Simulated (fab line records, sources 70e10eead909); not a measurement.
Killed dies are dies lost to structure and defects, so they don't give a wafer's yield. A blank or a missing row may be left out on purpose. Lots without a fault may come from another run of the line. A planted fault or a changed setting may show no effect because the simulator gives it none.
Which tool did it? | flow nand_harc | 12 lots, 36 wafers sampled, at 2 steps of a route of 1302

WHAT THE GAUGES READ, wafer by wafer
NHARC_P_M1_INSPECT_27.
lot  | measured     | on                | raw_defect_count
L076 | day 7 00:16  | defect_inspect-01 | 122 179 157
L077 | day 7 12:04  | defect_inspect-01 | 192 290 196
L079 | day 8 11:45  | defect_inspect-01 | 235 204 242
L081 | day 9 10:47  | defect_inspect-02 | 360 272 309
L083 | day 10 01:13 | defect_inspect-02 | 155 175 226
L085 | day 10 23:45 | defect_inspect-01 | 155 262 254
L087 | day 11 16:28 | defect_inspect-02 | 370 287 634
L088 | day 12 16:29 | defect_inspect-02 | 296 284 224
L091 | day 13 14:28 | defect_inspect-02 | 534 431 887
L093 | day 14 05:14 | defect_inspect-01 | 358 528 222
L095 | day 14 22:15 | defect_inspect-02 | 157 198 195
L096 | day 16 21:59 | defect_inspect-02 | 485 279 250

WHICH TOOL RAN EACH LOT (tool, then ch and the chambers of the sampled wafers, then the start)
lot  | NHARC_P_M0_ETCH_15
L076 | rie_diel-07 ch 2,3, day 7 00:16 or earlier
L077 | rie_diel-07 ch 2,3, day 7 12:04 or earlier
L079 | rie_diel-07 ch 2,3, day 8 11:45 or earlier
L081 | rie_diel-11 ch 1,3, day 9 10:47 or earlier
L083 | rie_diel-07 ch 0,2, day 10 01:13 or earlier
L085 | rie_diel-11 ch 0,1,3, day 10 23:45 or earlier
L087 | rie_diel-07 ch 1,2,3, day 11 16:28 or earlier
L088 | rie_diel-07 ch 0,1,2, day 12 16:29 or earlier
L091 | rie_diel-07 ch 0,1,3, day 13 14:28 or earlier
L093 | rie_diel-07 ch 0,1,2, day 14 05:14 or earlier
L095 | rie_diel-12 ch 0,1, day 14 22:15 or earlier
L096 | rie_diel-11 ch 0,1, day 16 21:59 or earlier
- NHARC_P_M0_ETCH_15: etches the open film in C4F8/Ar, target depth 150 nm, overetch 15 nm, time 82.5 s.

THE ANSWER, worked out from the rows above alone
Rule: what is usual is taken from the lots themselves. Put in order of their means at a reading, lots are off if they are a third of the lots or fewer, leave a main group of 4 or more, and stand apart from it by a gap of 3 or more times the standard deviation of the main group's means; of several such gaps the widest counts. A main group whose means are all the same, to the digits that the tables above print for the reading, isn't used. A lot without any number at a reading at which 4 lots or more have one is off too. The other lots that the step has rows for count as sound.
No lot is off at any reading shown: from this, nothing can be told.

WHAT THE SIMULATOR HAD PUT IN
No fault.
